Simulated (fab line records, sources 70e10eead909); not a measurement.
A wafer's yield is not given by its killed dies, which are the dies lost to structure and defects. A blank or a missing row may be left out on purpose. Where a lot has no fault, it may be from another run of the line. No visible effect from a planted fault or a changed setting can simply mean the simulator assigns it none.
What tool caused it?    flow nand_harc    27 wafers from 9 lots sampled at 5 of the route's 1159 steps

## WHAT THE GAUGES SHOWED, per wafer
NHARC_END_SORT_01.
lot   measured      on         defect_limited_yield (%)
L528  day 23 17:18  prober-01  92.3 94.4 93.2

## EACH LOT AND THE TOOL THAT RAN IT (in order: tool; ch and the chambers of the sampled wafers; start)
lot   NHARC_P_M2_DEP_33                NHARC_P_BONDPAD_ETCH_24             NHARC_P_BONDPAD_PVD_27                   NHARC_P_BONDPAD_CMP_19
L514  pecvd-02 ch 0,2, day 6 18:57     rie_diel-13 ch 0,2,3, day 6 21:35   pvd_sputter-02, day 6 23:10 or earlier   cmp-04 ch 0,2,3, day 6 23:10
L513  pecvd-02 ch 0,1,2, day 6 21:14   rie_diel-13 ch 0,1,2, day 6 23:41   pvd_sputter-03, day 7 01:10 or earlier   cmp-02 ch 0,1, day 7 01:10
L515  pecvd-01 ch 0,1, day 7 04:37     rie_diel-13 ch 0,1,2, day 7 07:01   pvd_sputter-03, day 7 08:40 or earlier   cmp-01 ch 0,2,3, day 7 08:40
L517  pecvd-02 ch 1,2, day 7 08:24     rie_diel-13 ch 0,3, day 7 10:59     pvd_sputter-02, day 7 12:40 or earlier   cmp-01 ch 0,3, day 7 12:40
L516  pecvd-02 ch 0,1, day 7 08:56     rie_diel-13 ch 0,3, day 7 11:18     pvd_sputter-01, day 7 12:58 or earlier   cmp-02 ch 1,2,3, day 7 12:58
L518  pecvd-01 ch 0,1,2, day 7 13:12   rie_diel-13 ch 0,1, day 7 15:47     pvd_sputter-03, day 7 17:26 or earlier   cmp-04 ch 0,1, day 7 17:26
L525  pecvd-01 ch 1,2, day 9 14:30     rie_diel-13 ch 0,3, day 9 17:26     pvd_sputter-02, day 9 18:58 or earlier   cmp-02 ch 0,2,3, day 9 18:58
L528  pecvd-02 ch 1,2, day 10 02:07    rie_diel-13 ch 0,1,2, day 10 04:29  pvd_sputter-01, day 10 06:10 or earlier  cmp-01 ch 0,1, day 10 06:10
L534  pecvd-02 ch 0,1,2, day 11 15:04  rie_diel-05 ch 1,2, day 11 17:28    pvd_sputter-03, day 11 18:59 or earlier  cmp-02 ch 0,1,3, day 11 18:59
- NHARC_P_M2_DEP_33: deposits SiCN, target thk 30 nm.
- NHARC_P_BONDPAD_ETCH_24: etches the open film in CF4/N2, target depth 30 nm, time 72.99 s.
- NHARC_P_BONDPAD_PVD_27: deposits Cu, target thk 30 nm, time 20.49 s.
- NHARC_P_BONDPAD_CMP_19: polishes, t overpolish 30 s, cu recess touch 16 s, target thk 160.81 nm.

## THE ANSWER, worked out from the rows above alone
Rule: usual is defined by the lots themselves. The widest of any qualifying gaps counts: lots, ordered by their means at a reading, are off when they make up no more than a third of the lots, leave a main group of 4 or more, and stand apart from it by 3 or more times the standard deviation of that group's means. A main group is skipped when, at the precision printed for the reading in the tables above, its means are all equal. A lot without any number at a reading at which 4 lots or more have one is off too. The other lots that the step has rows for count as sound.
None of the lots is off at any reading shown; this tells nothing.

## WHAT THE SIMULATOR HAD INSERTED
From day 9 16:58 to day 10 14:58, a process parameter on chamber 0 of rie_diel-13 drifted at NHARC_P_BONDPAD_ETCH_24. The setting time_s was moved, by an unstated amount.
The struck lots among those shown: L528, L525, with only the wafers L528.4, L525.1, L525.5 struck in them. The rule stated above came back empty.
